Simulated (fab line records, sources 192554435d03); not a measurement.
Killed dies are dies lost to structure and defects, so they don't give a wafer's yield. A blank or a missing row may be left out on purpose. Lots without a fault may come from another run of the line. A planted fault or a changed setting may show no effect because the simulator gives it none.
Split-lot experiment | flow n5_finfet | 7 lots, 21 wafers read, on a route of 1938 steps

THE SPLIT
At N5_BEOL_M7_VIA_ETCH_34 (etches SiCOH lowk in C4F6/O2, target depth 125.5 nm, time 50.5 s), the setting source_w was moved away from the recipe's 345 W on 7 of the 21 wafers read, by -15.6% to +17.5%. The other wafers ran this setting at the recipe's value.

The reading is taken at the split's own step.

THE READING
rf_vpp_V, in V, at N5_BEOL_M7_VIA_ETCH_34 (etches SiCOH lowk in C4F6/O2, target depth 125.5 nm, time 50.5 s). Fault-free wafers of this fab line usually give 665 V, standard deviation 5.8 V.

wafer  | tool, chamber at the split | source_w as run, W | against the recipe | rf_vpp_V, V | against lot-mates on the recipe
L074.2 | rie_diel-03, 3             | 345                | recipe             | 669         | -
L074.3 | rie_diel-03, 0             | 345                | recipe             | 668         | -
L074.6 | rie_diel-03, 3             | 291.1              | -15.6%             | 731         | +62
L081.3 | rie_diel-05, 2             | 345                | recipe             | 665         | -
L081.4 | rie_diel-05, 0             | 368.5              | +6.8%              | 640         | -28
L081.6 | rie_diel-05, 1             | 345                | recipe             | 672         | -
L084.1 | rie_diel-05, 0             | 345                | recipe             | 664         | -
L084.3 | rie_diel-05, 2             | 373.9              | +8.4%              | 640         | -28
L084.4 | rie_diel-05, 1             | 345                | recipe             | 672         | -
L087.1 | rie_diel-03, 0             | 345                | recipe             | 666         | -
L087.2 | rie_diel-03, 2             | 345                | recipe             | 667         | -
L087.5 | rie_diel-03, 3             | 345                | recipe             | 671         | -
L090.2 | rie_diel-05, 0             | 405.5              | +17.5%             | 610         | no lot-mate on the recipe
L090.5 | rie_diel-05, 3             | 405.5              | +17.5%             | 618         | no lot-mate on the recipe
L090.6 | rie_diel-05, 0             | 405.5              | +17.5%             | 612         | no lot-mate on the recipe
L093.2 | rie_diel-02, 2             | 345                | recipe             | 665         | -
L093.3 | rie_diel-02, 3             | 345                | recipe             | 651         | -
L093.4 | rie_diel-02, 2             | 345                | recipe             | 665         | -
L091.1 | rie_diel-05, 0             | 345                | recipe             | 663         | -
L091.3 | rie_diel-05, 2             | 321.3              | -6.9%              | 691         | +26
L091.6 | rie_diel-05, 2             | 345                | recipe             | 666         | -

THE FIT
A straight line over all 21 wafers: rf_vpp_V changes by -3.32 V for each +1% of source_w; r = -0.98; the points scatter about the line by 5.7 V.
The same after taking each lot's own level away (the mean of its wafers on the recipe; 18 wafers): -3.89 V for each +1%; r = -0.98; scatter 3.8 V.
On that fit, the largest move of source_w shifts the reading by 68 V.
The lots' own levels span 660.3 to 668.5 V, that is 1.4 times the standard deviation above.
So the lot-to-lot level changes the slope: the two fits differ.
Check: with one of the wafers moved furthest among these (-15.6%) left out of the fit, the line predicts +58.4 V for it against its lot-mates. It came out at +62.5 V against them.
Tool readings at the split's step, against how far the setting was moved: rf_vpp_V r = -0.98.

OTHER SPLITS ON THESE WAFERS
These wafers also went through other splits before the reading. Each is held against what the fit with the lots' levels taken away leaves over:
other split on the same wafers | wafers away from the commonest value | r with rf_vpp_V (lot level and that fit taken away)
N5_BEOL_M6_COAT_64 spin_rpm    | 7                                    | -0.14
N5_BEOL_M7_ETCH_61 source_w    | 6                                    | -0.18
N5_BEOL_M7_ETCH_62 source_w    | 6                                    | -0.08

THE FILE'S OWN FIT
rf_vpp_V changes by -3.88 V for each +1% of source_w, r = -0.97.
